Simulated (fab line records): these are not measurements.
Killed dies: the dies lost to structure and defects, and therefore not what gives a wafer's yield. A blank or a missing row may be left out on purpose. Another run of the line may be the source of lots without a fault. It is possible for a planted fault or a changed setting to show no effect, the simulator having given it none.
Commonality check across tools	flow nand harc	Sample size 11 lots and 35 wafers

== WHY THIS WAS OPENED ==
At NHARC_A_CHANNEL_HOLE_D1_INSPECT_40 the reading raw defect count is flagged on 2 of 11 lots. No-fault wafers: 79, standard deviation 29.
Rule: a lot gets a flag if all its wafers with a number sit over 4 standard deviations from that mean, or if no wafer of it has a number. The other lots count as sound.

lot	measured	on	raw defect count, wafer by wafer	flag
L960	day 9 01:17	defect inspect-02	112 104 110	
L962	day 10 03:23	defect inspect-01	40 21 28	
L966	day 12 03:08	defect inspect-02	458 467	FLAGGED
L968	day 12 22:05	defect inspect-01	516 548 555 522 555 544	FLAGGED
L973	day 14 23:13	defect inspect-01	116 95 115	
L976	day 15 14:41	defect inspect-02	108 87 104	
L975	day 15 15:13	defect inspect-02	56 80 106	
L977	day 16 04:35	defect inspect-01	117 103 137	
L978	day 16 17:42	defect inspect-02	148 111 104	
L981	day 18 00:13	defect inspect-02	70 65 53	
L982	day 18 08:58	defect inspect-02	33 63 44	
On average the flagged lots' numbers are 521, which is +442 against the usual, or +15 standard deviations.

== WHICH TOOL EACH LOT WENT THROUGH ==
Before the reading, the record contains 4 process steps out of a 1302-step route. Read each cell as the tool, then ch plus the chambers that the sampled wafers visited, then the start.
lot	flag	NHARC_A_CHANNEL_HOLE_D1_ETCH_21	NHARC_A_CHANNEL_HOLE_D1_ETCH_24	NHARC_A_CHANNEL_HOLE_D1_ETCH_25	NHARC_A_CHANNEL_HOLE_D1_ETCH_44
L960		har etch-02 ch 0,1, day 8 19:58	har etch-02 ch 0,1, day 8 21:42	har etch-02 ch 0,1, day 8 22:28	rie diel-01 ch 1,2,3, day 9 00:17
L962		har etch-01 ch 0,1, day 9 22:04	har etch-01 ch 0,1, day 9 23:47	har etch-01 ch 0,1, day 10 00:33	rie diel-03 ch 0,1,3, day 10 02:25
L966	FLAGGED	har etch-02 ch 0, day 11 21:59	har etch-02 ch 0, day 11 23:47	har etch-02 ch 0, day 12 00:35	rie diel-03 ch 3, day 12 02:08
L968	FLAGGED	har etch-02 ch 0, day 12 16:43	har etch-02 ch 0, day 12 18:29	har etch-02 ch 0, day 12 19:16	rie diel-01 ch 0,1,3, day 12 21:07
L973		har etch-02 ch 0,1, day 14 18:05	har etch-02 ch 0,1, day 14 19:54	har etch-02 ch 0,1, day 14 20:42	rie diel-01 ch 0,2,3, day 14 22:15
L976		har etch-02 ch 0, day 15 09:29	har etch-02 ch 0, day 15 11:15	har etch-02 ch 0, day 15 12:02	rie diel-03 ch 1,3, day 15 13:43
L975		har etch-01 ch 0,1, day 15 09:52	har etch-01 ch 0,1, day 15 11:34	har etch-01 ch 0,1, day 15 12:20	rie diel-07 ch 0,2,3, day 15 14:09
L977		har etch-02 ch 0,1, day 15 23:16	har etch-02 ch 0,1, day 16 00:57	har etch-02 ch 0,1, day 16 01:43	rie diel-01 ch 0,2,3, day 16 03:37
L978		har etch-02 ch 0,1, day 16 12:26	har etch-02 ch 0,1, day 16 14:14	har etch-02 ch 0,1, day 16 15:03	rie diel-01 ch 0,1,2, day 16 16:44
L981		har etch-01 ch 0,1, day 17 18:54	har etch-01 ch 0,1, day 17 20:44	har etch-01 ch 0,1, day 17 21:33	rie diel-03 ch 0,1,2, day 17 23:09
L982		har etch-02 ch 0,1, day 18 03:40	har etch-02 ch 0,1, day 18 05:23	har etch-02 ch 0,1, day 18 06:09	rie diel-03 ch 0,1,3, day 18 07:59
What the steps here do:
- NHARC_A_CHANNEL_HOLE_D1_ETCH_21: etches the open film in C4F8/O2/Ar, time 514.3 s, target depth 1600 nm.
- NHARC_A_CHANNEL_HOLE_D1_ETCH_24: etches the open film in C4F8/O2/Ar, time 906.2 s, target depth 1500 nm.
- NHARC_A_CHANNEL_HOLE_D1_ETCH_25: etches the open film in C4F8/O2/Ar, time 1040.2 s, target depth 1500 nm.
- NHARC_A_CHANNEL_HOLE_D1_ETCH_44: etches the open film in CF4/O2, target depth 140 nm, overetch 14 nm, time 77 s.
- NHARC_A_CHANNEL_HOLE_D1_INSPECT_40

== FLAGGED OVER TOTAL, TOOL BY TOOL (the gauges that took the reading come last) ==
step	tool	lots run	flagged	share of the flagged lots	sound lots run after its first flagged lot
NHARC_A_CHANNEL_HOLE_D1_ETCH_21	har etch-01	3	0	none	-
NHARC_A_CHANNEL_HOLE_D1_ETCH_21	har etch-02	8	2	all	5 (L973,L976,L977,L978,L982)
NHARC_A_CHANNEL_HOLE_D1_ETCH_24	har etch-01	3	0	none	-
NHARC_A_CHANNEL_HOLE_D1_ETCH_24	har etch-02	8	2	all	5 (L973,L976,L977,L978,L982)
NHARC_A_CHANNEL_HOLE_D1_ETCH_25	har etch-01	3	0	none	-
NHARC_A_CHANNEL_HOLE_D1_ETCH_25	har etch-02	8	2	all	5 (L973,L976,L977,L978,L982)
NHARC_A_CHANNEL_HOLE_D1_ETCH_44	rie diel-01	5	1	some	3 (L973,L977,L978)
NHARC_A_CHANNEL_HOLE_D1_ETCH_44	rie diel-03	5	1	some	3 (L976,L981,L982)
NHARC_A_CHANNEL_HOLE_D1_ETCH_44	rie diel-07	1	0	none	-
NHARC_A_CHANNEL_HOLE_D1_INSPECT_40	defect inspect-01	4	1	some	2 (L973,L977)
NHARC_A_CHANNEL_HOLE_D1_INSPECT_40	defect inspect-02	7	1	some	5 (L976,L975,L978,L981,L982)

== WHAT THE TABLE ALLOWS ==
Rows of the table that ran every flagged lot, 3 in all: har etch-02 at NHARC_A_CHANNEL_HOLE_D1_ETCH_21, har etch-02 at NHARC_A_CHANNEL_HOLE_D1_ETCH_24, har etch-02 at NHARC_A_CHANNEL_HOLE_D1_ETCH_25.
- har etch-02 at NHARC_A_CHANNEL_HOLE_D1_ETCH_21 ran 8 lots, 2 of them flagged. Sound lots followed the first flagged one (L973, L976, L977, L978, L982) on it, something a lasting fault affecting the whole tool could not allow.
- har etch-02 at NHARC_A_CHANNEL_HOLE_D1_ETCH_24 ran 8 lots, 2 of them flagged. Sound lots followed the first flagged one (L973, L976, L977, L978, L982) on it, something a lasting fault affecting the whole tool could not allow.
- har etch-02 at NHARC_A_CHANNEL_HOLE_D1_ETCH_25 ran 8 lots, 2 of them flagged. Sound lots followed the first flagged one (L973, L976, L977, L978, L982) on it, something a lasting fault affecting the whole tool could not allow.
Every row of the table either missed a flagged lot or ran a sound lot after the first.

== WHAT THE SIMULATOR PUT IN ==
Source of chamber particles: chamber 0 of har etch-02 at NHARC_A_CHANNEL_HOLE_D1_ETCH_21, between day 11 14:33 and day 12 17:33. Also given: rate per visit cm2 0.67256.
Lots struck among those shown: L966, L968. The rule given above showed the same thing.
